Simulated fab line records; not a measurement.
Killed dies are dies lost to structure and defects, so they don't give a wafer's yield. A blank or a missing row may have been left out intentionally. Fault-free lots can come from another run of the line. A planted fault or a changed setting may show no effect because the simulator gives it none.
fab line records | flow nandHarc | part 2 of 2: steps 24 to 36 of 36
record lots=5 | wafers=15 | lastDay=28
route steps=1302 shown A_SOURCE_PLATE@418 A_ONON_D1@424 A_CHANNEL_HOLE_D1@450
lots with no fault: from the same line, run without faults
startH: hours from the record's first day to the start of the lot's first wafer shown | waitH: time in hours since the lot's previous step | " same as the row above | L1.1+2: a row that stands for several wafers | - no value, or no start given | * or withheld: withheld | < > ~ a bound
route shown NAME@n: NAME is a module with steps in the file, n the number in the route of the first one | usual: the fault-free wafers' mean and standard deviation | same: alike in all rows | chamber/n: place in a boat | sites: readings site by site | _std_site: standard deviation across them | _edge_site: inner sites' mean taken away from outer sites' mean | radiusMm: for every site, how far away it sits from the centre of the wafer | mask NAME#n: copy n | behind: tool/chamber where the wafer was last shaped | hold: reason for holding the lot/hours on hold/outcome of the hold | device: the transistor (n, p or np) that didn't switch | end of line: tests of these same wafers at the route's end | a step without rows: its recipe alone | killed: dies lost to structure and defects at the first sort, not the wafer's yield | map: the dies of a wafer, with x for killed, . for not killed, _ for no die there
set.NAME: the setting the step ran with; set.NAME@STEP: the setting that earlier step ran with | model.NAME: the simulator's own value behind a step, which no gauge read
lots at selected steps of the route; one table per step, one row per wafer
services: a tool's chamber out of use, with start hour (startH, from the record's first day; less than 0 if before it), hours out, and reason
## steps
# step NHARC_A_ONON_D1_DEP_28
# recipe targetThkA=10000 | n2FlowSccm=2750 | n2oFlowSccm=2000 | nh3FlowSccm=500 | sih4FlowSccm=210 | tempC=400
# usual n2FlowSccm=2750/7.9 | susceptorTempC=400.02/0.24
lot.wafer | tool         | chamber | startH | waitH | n2FlowSccm | susceptorTempC
L078.1    | pecvdOnon-04 | 0       | 215.58 | 0.1   | 2741       | 399.92
L078.4    | "            | 0       | "      | "     | 2760       | 400.34
L078.5    | "            | 0       | "      | "     | 2755       | 399.98
L079.1    | pecvdOnon-04 | 0       | 233.81 | 0.1   | 2749       | 400.11
L079.3    | "            | 0       | "      | "     | 2749       | 399.93
L079.5    | "            | 0       | "      | "     | 2749       | 399.97
L085.1    | pecvdOnon-02 | 0       | 283.75 | 0.1   | 2758       | 399.92
L085.4    | "            | 0       | "      | "     | 2760       | 400.14
L085.6    | "            | 0       | "      | "     | 2756       | 400.26
L087.1    | pecvdOnon-04 | 0       | 298.11 | 0.1   | 2748       | 400.35
L087.2    | "            | 0       | "      | "     | 2762       | 400.04
L087.4    | "            | 0       | "      | "     | 2741       | 400.39
L086.1    | pecvdOnon-02 | 0       | 298.12 | 0.1   | 2756       | 399.96
L086.4    | "            | 0       | "      | "     | 2747       | 399.90
L086.5    | "            | 0       | "      | "     | 2741       | 400.10
# step NHARC_A_ONON_D1_THK_MEAS_30
# recipe thkMeasGauge=ellipsometry
# usual thkNm=996/8.4
lot.wafer | tool         | chamber | startH | waitH | thkNm
L078.1    | filmMetro-01 | -       | 216.09 | -     | 1005
L078.4    | "            | -       | "      | "     | 1004
L078.5    | "            | -       | "      | "     | 1002
L079.1    | filmMetro-01 | -       | 234.32 | -     | 999
L079.3    | "            | -       | "      | "     | 1000
L079.5    | "            | -       | "      | "     | 998
L085.1    | filmMetro-01 | -       | 284.27 | -     | 999
L085.4    | "            | -       | "      | "     | 1000
L085.6    | "            | -       | "      | "     | 998
L087.1    | filmMetro-02 | -       | 298.63 | -     | 1007
L087.2    | "            | -       | "      | "     | 1004
L087.4    | "            | -       | "      | "     | 1007
L086.1    | filmMetro-01 | -       | 298.63 | -     | 1003
L086.4    | "            | -       | "      | "     | 1005
L086.5    | "            | -       | "      | "     | 1003
# step NHARC_A_ONON_D1_DEP_33
# recipe targetThkA=2000 | tempC=400 | pressureTorr=6.5 | rfW=900 | teosFlowSccm=161.4 | flowSccm=2650 | targetThkNm=200 | gas=O2 | material=SiO2
# usual heaterPowerW=556/90 | susceptorTempC=400.01/0.23 | throttleValvePct=15.8/0.44
lot.wafer | tool     | chamber | startH | waitH | heaterPowerW | susceptorTempC | throttleValvePct
L078.1    | pecvd-03 | 2       | 216.19 | 0.1   | 716          | 399.98         | 15.8
L078.4    | "        | 1       | "      | "     | 581          | 400.03         | 15.9
L078.5    | "        | 0       | "      | "     | 532          | 399.94         | 16.1
L079.1    | pecvd-04 | 2       | 234.38 | 0.1   | 523          | 399.45         | 15.8
L079.3    | "        | 1       | "      | "     | 643          | 399.63         | 15.6
L079.5    | "        | 1       | "      | "     | 633          | 400.13         | 16.0
L085.1    | pecvd-03 | 1       | 284.32 | 0.1   | 537          | 400.30         | 15.9
L085.6    | "        | 1       | "      | "     | 561          | 400.05         | 16.3
L085.4    | "        | 2       | "      | "     | 724          | 400.08         | 16.1
L086.1    | pecvd-01 | 1       | 298.70 | 0.1   | 620          | 399.92         | 16.0
L086.4    | "        | 2       | "      | "     | 362          | 399.98         | 15.1
L086.5    | "        | 0       | "      | "     | 724          | 400.16         | 14.8
L087.1    | pecvd-03 | 1       | 298.73 | 0.1   | 561          | 400.16         | 16.0
L087.2    | "        | 2       | "      | "     | 550          | 400.08         | 15.9
L087.4    | "        | 2       | "      | "     | 580          | 399.87         | 16.0
# step NHARC_A_ONON_D1_THK_MEAS_34
# recipe thkMeasGauge=ellipsometry
# usual thkNm=199.4/2.8
lot.wafer | tool         | chamber | startH | waitH | thkNm
L078.1    | filmMetro-01 | -       | 216.56 | -     | 196.2
L078.4    | "            | -       | "      | "     | 201.5
L078.5    | "            | -       | "      | "     | 198.0
L079.1    | filmMetro-02 | -       | 234.80 | -     | 197.2
L079.3    | "            | -       | "      | "     | 198.3
L079.5    | "            | -       | "      | "     | 199.8
L085.1    | filmMetro-02 | -       | 284.74 | -     | 199.1
L085.4    | "            | -       | "      | "     | 199.0
L085.6    | "            | -       | "      | "     | 199.1
L087.1    | filmMetro-01 | -       | 299.09 | -     | 198.5
L087.2    | "            | -       | "      | "     | 193.6
L087.4    | "            | -       | "      | "     | 198.2
L086.1    | filmMetro-01 | -       | 299.11 | -     | 194.6
L086.4    | "            | -       | "      | "     | 203.4
L086.5    | "            | -       | "      | "     | 202.6
# step NHARC_A_ONON_D1_INSPECT_32
# usual rawDefectCount=66/21
lot.wafer | tool             | chamber | startH | waitH | rawDefectCount
L078.1    | defectInspect-01 | -       | 216.64 | 0.0   | 87
L078.4    | "                | -       | "      | "     | 82
L078.5    | "                | -       | "      | "     | 142
L079.1    | defectInspect-02 | -       | 234.86 | 0.0   | 53
L079.3    | "                | -       | "      | "     | 83
L079.5    | "                | -       | "      | "     | 46
L085.1    | defectInspect-01 | -       | 284.80 | 0.0   | 78
L085.4    | "                | -       | "      | "     | 39
L085.6    | "                | -       | "      | "     | 63
L087.1    | defectInspect-01 | -       | 299.18 | 0.0   | 50
L087.2    | "                | -       | "      | "     | 67
L087.4    | "                | -       | "      | "     | 65
L086.1    | defectInspect-02 | -       | 299.19 | 0.0   | 49
L086.4    | "                | -       | "      | "     | 65
L086.5    | "                | -       | "      | "     | 81
# step NHARC_A_CHANNEL_HOLE_D1_DEP_00
# recipe targetThkA=31000 | tempC=400 | material=aC
# usual susceptorTempC=400.02/0.23 | throttleValvePct=34.999/0.0094
lot.wafer | tool      | chamber | startH | waitH | susceptorTempC | throttleValvePct
L078.1    | aclDep-02 | 0       | 216.71 | 0.1   | 400.33         | 35.001
L078.4    | "         | 0       | "      | "     | 399.99         | 34.991
L078.5    | "         | 0       | "      | "     | 400.32         | 34.986
L079.1    | aclDep-01 | 0       | 238.05 | 3.2   | 399.91         | 34.973
L079.3    | "         | 0       | "      | "     | 399.80         | 35.006
L079.5    | "         | 0       | "      | "     | 399.89         | 34.990
L085.1    | aclDep-01 | 0       | 284.87 | 0.1   | 400.37         | 35.004
L085.4    | "         | 0       | "      | "     | 400.27         | 35.016
L085.6    | "         | 0       | "      | "     | 400.03         | 34.989
L087.1    | aclDep-03 | 0       | 299.86 | 0.7   | -              | 34.990
L087.2    | "         | 0       | "      | "     | -              | 35.003
L087.4    | "         | 0       | "      | "     | -              | 35.019
L086.1    | aclDep-02 | 0       | 300.66 | 1.5   | 400.26         | 35.015
L086.4    | "         | 0       | "      | "     | 400.30         | 35.013
L086.5    | "         | 0       | "      | "     | 399.93         | 34.990
# step NHARC_A_CHANNEL_HOLE_D1_DEP_01
# recipe targetThkA=1400 | targetThkNm=140 | tempC=400 | pressureTorr=3.5 | flowSccm=200 | rfW=350 | material=SiON
# usual heaterPowerW=745/86 | susceptorTempC=400.00/0.2
lot.wafer | tool     | chamber | startH | waitH | heaterPowerW | susceptorTempC
L078.1    | pecvd-04 | 2       | 218.67 | 1.6   | 729          | 399.94
L078.5    | "        | 2       | "      | "     | 729          | 400.15
L078.4    | "        | 0       | "      | "     | 611          | 400.07
L079.3    | pecvd-03 | 2       | 239.97 | 1.0   | 817          | 399.91
L079.1    | "        | 1       | "      | "     | 838          | 400.01
L079.5    | "        | 2       | "      | "     | 805          | 400.14
L085.1    | pecvd-02 | 1       | 286.80 | 1.6   | 645          | 399.81
L085.6    | "        | 1       | "      | "     | 651          | 399.98
L085.4    | "        | 2       | "      | "     | 722          | 400.09
L087.1    | pecvd-02 | 2       | 301.77 | 1.6   | 714          | 400.00
L087.2    | "        | 1       | "      | "     | 682          | 399.83
L087.4    | "        | 1       | "      | "     | 693          | 399.87
L086.1    | pecvd-02 | 2       | 302.59 | 1.6   | 751          | 399.90
L086.4    | "        | 1       | "      | "     | 659          | 399.94
L086.5    | "        | 1       | "      | "     | 644          | 399.80
# step NHARC_A_CHANNEL_HOLE_D1_DEHYDRATE_02
# recipe tempC=150 | timeS=120
lot.wafer  | tool          | chamber | startH | waitH
L078.1+4+5 | lithoTrack-06 | 0       | 218.91 | 0.2
L079.1+3+5 | lithoTrack-06 | 0       | 240.24 | 0.2
L085.1+4+6 | lithoTrack-06 | 0       | 287.07 | 0.2
L087.1+2+4 | lithoTrack-06 | 0       | 302.12 | 0.3
L086.1+4+5 | lithoTrack-06 | 0       | 302.95 | 0.3
# step NHARC_A_CHANNEL_HOLE_D1_HMDS_03
# recipe timeS=30
lot.wafer  | tool          | chamber | startH | waitH
L078.1+4+5 | lithoTrack-06 | 0       | -      | -
L079.1+3+5 | lithoTrack-06 | 0       | -      | -
L085.1+4+6 | lithoTrack-06 | 0       | -      | -
L087.1+2+4 | lithoTrack-06 | 0       | -      | -
L086.1+4+5 | lithoTrack-06 | 0       | -      | -
# step NHARC_A_CHANNEL_HOLE_D1_COAT_36
# recipe tempC=260 | timeS=75
lot.wafer  | tool          | chamber | startH | waitH
L078.1+4+5 | lithoTrack-06 | 0       | -      | -
L079.1+3+5 | lithoTrack-06 | 0       | -      | -
L085.1+4+6 | lithoTrack-06 | 0       | -      | -
L087.1+2+4 | lithoTrack-06 | 0       | -      | -
L086.1+4+5 | lithoTrack-06 | 0       | -      | -
# step NHARC_A_CHANNEL_HOLE_D1_COAT_37
# recipe tempC=225 | timeS=65
lot.wafer  | tool          | chamber | startH | waitH
L078.1+4+5 | lithoTrack-06 | 0       | -      | -
L079.1+3+5 | lithoTrack-06 | 0       | -      | -
L085.1+4+6 | lithoTrack-06 | 0       | -      | -
L087.1+2+4 | lithoTrack-06 | 0       | -      | -
L086.1+4+5 | lithoTrack-06 | 0       | -      | -
# step NHARC_A_CHANNEL_HOLE_D1_COAT_04
# recipe spinRpm=1500 | resistThkNm=90
lot.wafer  | tool          | chamber | startH | waitH
L078.1+4+5 | lithoTrack-06 | 0       | -      | -
L079.1+3+5 | lithoTrack-06 | 0       | -      | -
L085.1+4+6 | lithoTrack-06 | 0       | -      | -
L087.1+2+4 | lithoTrack-06 | 0       | -      | -
L086.1+4+5 | lithoTrack-06 | 0       | -      | -
# step NHARC_A_CHANNEL_HOLE_D1_SOFTBAKE_05
# recipe tempC=105 | timeS=55
lot.wafer  | tool          | chamber | startH | waitH
L078.1+4+5 | lithoTrack-06 | 0       | -      | -
L079.1+3+5 | lithoTrack-06 | 0       | -      | -
L085.1+4+6 | lithoTrack-06 | 0       | -      | -
L087.1+2+4 | lithoTrack-06 | 0       | -      | -
L086.1+4+5 | lithoTrack-06 | 0       | -      | -
## services
tool          | chamber | startH | hours | kind
lpcvdPoly-03  | -       | 171.65 | 3.3   | repair
lithoTrack-06 | -       | 179.01 | 7.0   | pm
pecvd-03      | -       | 185.00 | 13.0  | pm
pecvd-03      | 0       | 185.00 | 13.0  | ventCycle
pecvd-03      | 1       | 185.00 | 13.0  | ventCycle
pecvd-03      | 2       | 185.00 | 13.0  | ventCycle
pecvdOnon-02  | -       | 185.24 | 13.0  | pm
aclDep-01     | -       | 187.67 | 13.0  | pm
pecvd-03      | 0       | 198.00 | -     | clean
pecvd-03      | 1       | 198.00 | -     | clean
pecvd-03      | 2       | 198.00 | -     | clean
pecvd-03      | -       | 206.07 | 1.2   | repair
pecvd-03      | -       | 213.47 | 0.6   | repair
pecvd-04      | -       | 214.77 | 0.8   | repair
pecvd-02      | -       | 227.00 | 13.0  | pm
pecvd-02      | 0       | 227.00 | 13.0  | ventCycle
pecvd-02      | 1       | 227.00 | 13.0  | ventCycle
pecvdOnon-03  | -       | 227.00 | 13.0  | pm
furnace-03    | -       | 231.65 | 3.6   | repair
aclDep-02     | -       | 243.53 | 13.0  | pm
pecvd-04      | -       | 269.35 | 13.0  | pm
pecvd-04      | -       | 297.80 | 0.6   | repair
furnace-03    | -       | 298.31 | 26.0  | pm
pecvd-02      | 0       | 301.66 | 4.5   | repair
